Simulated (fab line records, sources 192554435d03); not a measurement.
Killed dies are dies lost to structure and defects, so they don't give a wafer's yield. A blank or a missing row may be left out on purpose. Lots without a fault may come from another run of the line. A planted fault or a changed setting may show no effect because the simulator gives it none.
Which tool did it? | flow n5_finfet | 12 lots, 36 wafers sampled, at 5 steps of a route of 1938

WHAT THE GAUGES READ, wafer by wafer
N5_BEOL_M3_RS_MEAS_58: measures by four-point-probe.
lot  | measured     | on            | M3_RS (ohm/sq)
L075 | day 7 14:21  | film_metro-02 | 0.67 0.65 0.62
L077 | day 8 12:58  | film_metro-02 | 0.72 0.69 0.66
L078 | day 8 20:15  | film_metro-01 | 0.68 0.64 0.61
L081 | day 9 08:59  | film_metro-02 | 0.70 0.72 0.65
L083 | day 10 08:48 | film_metro-01 | 0.65 0.69 0.67
L085 | day 10 18:06 | film_metro-02 | 0.70 0.69 0.71
L087 | day 10 21:47 | film_metro-02 | 0.68 0.68 0.64
L090 | day 11 13:16 | film_metro-02 | 0.68 0.65 0.64
L091 | day 12 02:00 | film_metro-01 | 0.65 0.62 0.64
L094 | day 12 10:58 | film_metro-01 | 0.72 0.69 0.73
L095 | day 13 05:14 | film_metro-01 | 0.69 0.68 0.67
L097 | day 13 15:39 | film_metro-01 | 0.65 0.62 0.61

WHICH TOOL RAN EACH LOT (tool, then ch and the chambers of the sampled wafers, then the start)
lot  | N5_BEOL_M2_CO_CAP_55             | N5_BEOL_M3_PRE_CLEAN_45      | N5_BEOL_M3_SURFACE_TREAT_85  | N5_BEOL_M3_ANNEAL_93
L075 | cvd_co-01 ch 0,1, day 7 04:27    | pvd_sputter-03, day 7 11:00  | pvd_sputter-02, day 7 11:18  | pvd_sputter-02, day 7 12:55
L077 | cvd_co-02 ch 0,1, day 7 17:39    | pvd_sputter-03, day 8 06:44  | pvd_sputter-03, day 8 07:06  | pvd_sputter-02, day 8 11:34
L078 | cvd_co-01 ch 0,1,2, day 8 06:57  | pvd_sputter-03, day 8 16:19  | pvd_sputter-03, day 8 16:45  | pvd_sputter-03, day 8 18:50
L081 | cvd_co-02 ch 0,2, day 8 22:08    | pvd_sputter-01, day 9 05:34  | pvd_sputter-01, day 9 05:54  | pvd_sputter-03, day 9 07:35
L083 | cvd_co-01 ch 0,1,2, day 9 13:41  | pvd_sputter-01, day 10 04:52 | pvd_sputter-03, day 10 05:10 | pvd_sputter-01, day 10 07:19
L085 | cvd_co-01 ch 1,2, day 10 02:23   | pvd_sputter-01, day 10 14:35 | pvd_sputter-02, day 10 14:57 | pvd_sputter-03, day 10 16:41
L087 | cvd_co-02 ch 0,1,2, day 10 08:02 | pvd_sputter-01, day 10 18:01 | pvd_sputter-01, day 10 18:22 | pvd_sputter-01, day 10 20:22
L090 | cvd_co-02 ch 0,2, day 11 01:35   | pvd_sputter-01, day 11 08:13 | pvd_sputter-02, day 11 08:32 | pvd_sputter-02, day 11 11:51
L091 | cvd_co-01 ch 0,1,2, day 11 07:53 | pvd_sputter-01, day 11 21:52 | pvd_sputter-03, day 11 22:26 | pvd_sputter-03, day 12 00:13
L094 | cvd_co-02 ch 0,1,2, day 12 02:00 | pvd_sputter-01, day 12 07:34 | pvd_sputter-01, day 12 07:53 | pvd_sputter-01, day 12 09:32
L095 | cvd_co-01 ch 0,1,2, day 12 15:35 | pvd_sputter-01, day 13 01:51 | pvd_sputter-02, day 13 02:11 | pvd_sputter-02, day 13 03:49
L097 | cvd_co-01 ch 1,2, day 12 20:26   | pvd_sputter-02, day 13 12:10 | pvd_sputter-01, day 13 12:37 | pvd_sputter-02, day 13 14:14
- N5_BEOL_M2_CO_CAP_55: material Co, precursor CCTBA/H2, target thk 2 nm, time 102.1 s.
- N5_BEOL_M3_PRE_CLEAN_45: time 30 s.
- N5_BEOL_M3_SURFACE_TREAT_85
- N5_BEOL_M3_ANNEAL_93: time 240 s.

THE ANSWER, worked out from the rows above alone
Rule: what is usual is taken from the lots themselves. Put in order of their means at a reading, lots are off if they are a third of the lots or fewer, leave a main group of 4 or more, and stand apart from it by a gap of 3 or more times the standard deviation of the main group's means; of several such gaps the widest counts. A main group whose means are all the same, to the digits that the tables above print for the reading, isn't used. A lot without any number at a reading at which 4 lots or more have one is off too. The other lots that the step has rows for count as sound.
No lot is off at any reading shown: from this, nothing can be told.

WHAT THE SIMULATOR HAD PUT IN
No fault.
